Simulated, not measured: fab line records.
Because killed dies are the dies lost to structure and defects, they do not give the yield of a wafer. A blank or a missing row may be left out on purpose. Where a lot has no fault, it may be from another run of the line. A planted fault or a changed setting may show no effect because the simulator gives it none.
What tool caused it? | flow n5Finfet | Sampling: 11 lots, 33 wafers, 5 of 1938 route steps

## WHAT EACH GAUGE READ, for each wafer
N5_ILD0_THK_MEAS_04.
lot  | measured    | on           | thkNm (nm)
L075 | day 4 01:45 | filmMetro-01 | 194.9 198.4 196.0
L077 | day 4 12:19 | filmMetro-01 | 198.7 198.5 196.8
L079 | day 4 20:07 | filmMetro-01 | 198.5 198.5 198.2
L081 | day 5 07:59 | filmMetro-01 | 198.0 198.4 199.2
L083 | day 5 23:13 | filmMetro-01 | 198.1 197.9 196.0
L086 | day 6 15:40 | filmMetro-02 | 198.2 197.8 198.6
L088 | day 7 00:35 | filmMetro-02 | 198.1 199.2 199.3
L090 | day 7 13:26 | filmMetro-02 | 197.6 197.4 198.6
L092 | day 8 00:44 | filmMetro-02 | 197.6 195.9 198.2
L094 | day 8 12:41 | filmMetro-01 | 197.2 194.2 198.1
L097 | day 9 11:08 | filmMetro-01 | 196.5 197.8 195.6

## TOOL THAT RAN EACH LOT (tool first, then ch and the chambers of the sampled wafers, then the start)
lot  | N5_SD_EPI_N_ETCH_34              | N5_SD_EPI_P_ETCHBACK_46          | N5_SD_EPI_P_SD_RECESS_17       | N5_SD_ACTIVATION_RTA_00
L075 | rieDiel-05 ch 0,1,3, day 3 14:13 | rieDiel-02 ch 0,3, day 3 18:53   | rieSi-03 ch 1,2,3, day 3 19:10 | rtpAnneal-01 ch 0, day 3 22:23
L077 | rieDiel-01 ch 1,2,3, day 3 23:49 | rieDiel-02 ch 1,3, day 4 05:22   | rieSi-05 ch 0,1,3, day 4 05:38 | rtpAnneal-02 ch 0, day 4 08:42
L079 | rieDiel-01 ch 0,3, day 4 08:22   | rieDiel-03 ch 0,1,2, day 4 13:21 | rieSi-05 ch 0,1, day 4 13:37   | rtpAnneal-02 ch 0, day 4 16:41
L081 | rieDiel-01 ch 0,1,2, day 4 20:18 | rieDiel-06 ch 1,2,3, day 5 01:14 | rieSi-05 ch 1,2,3, day 5 01:30 | rtpAnneal-02 ch 0, day 5 04:35
L083 | rieDiel-04 ch 0,1,2, day 5 10:59 | rieDiel-03 ch 0,3, day 5 16:13   | rieSi-04 ch 1,2, day 5 16:29   | rtpAnneal-02 ch 0, day 5 19:35
L086 | rieDiel-05 ch 0,1, day 6 03:49   | rieDiel-06 ch 0,1,2, day 6 08:55 | rieSi-03 ch 1,3, day 6 09:11   | rtpAnneal-02 ch 0, day 6 12:17
L088 | rieDiel-01 ch 0,2, day 6 12:07   | rieDiel-02 ch 0,2,3, day 6 17:05 | rieSi-04 ch 0,1, day 6 17:22   | rtpAnneal-02 ch 0, day 6 20:40
L090 | rieDiel-05 ch 0,1,3, day 6 23:39 | rieDiel-06 ch 1,2,3, day 7 06:17 | rieSi-05 ch 0,1,3, day 7 06:33 | rtpAnneal-01 ch 0, day 7 09:37
L092 | rieDiel-01 ch 0,1,3, day 7 12:29 | rieDiel-02 ch 0,1,3, day 7 17:58 | rieSi-04 ch 1,2, day 7 18:14   | rtpAnneal-02 ch 0, day 7 21:19
L094 | rieDiel-04 ch 1,2, day 8 01:02   | rieDiel-02 ch 0,1,2, day 8 05:44 | rieSi-05 ch 1,2, day 8 06:00   | rtpAnneal-02 ch 0, day 8 09:20
L097 | rieDiel-04 ch 1,3, day 8 22:27   | rieDiel-03 ch 1,2, day 9 03:53   | rieSi-03 ch 0,3, day 9 04:10   | rtpAnneal-02 ch 0, day 9 07:20
- N5_SD_EPI_N_ETCH_34: etches SiARC in CF4, target depth 45.5 nm, time 75.8 s.
- N5_SD_EPI_P_ETCHBACK_46: etches SiNx in CH3F/O2, stops on SiO2, target depth 17.5 nm.
- N5_SD_EPI_P_SD_RECESS_17: chemistry HBr/Cl2/O2, target depth 39.1 nm, bt time 3 s.
- N5_SD_ACTIVATION_RTA_00: time 0 s.

## THE ANSWER, worked out from the rows above alone
Rule: the usual values come from the lots themselves. The widest of any qualifying gaps counts: lots, ordered by their means at a reading, are off when they make up no more than a third of the lots, leave a main group of 4 or more, and stand apart from it by 3 or more times the standard deviation of that group's means. If all means in a main group match to the digits the tables above print for the reading, that group is not used. A lot without any number at a reading at which 4 lots or more have one is off too. All remaining lots with rows at the step are treated as sound.
Nothing can be told from this: no lot is off at any reading shown.

## WHAT THE SIMULATOR HAD PUT IN
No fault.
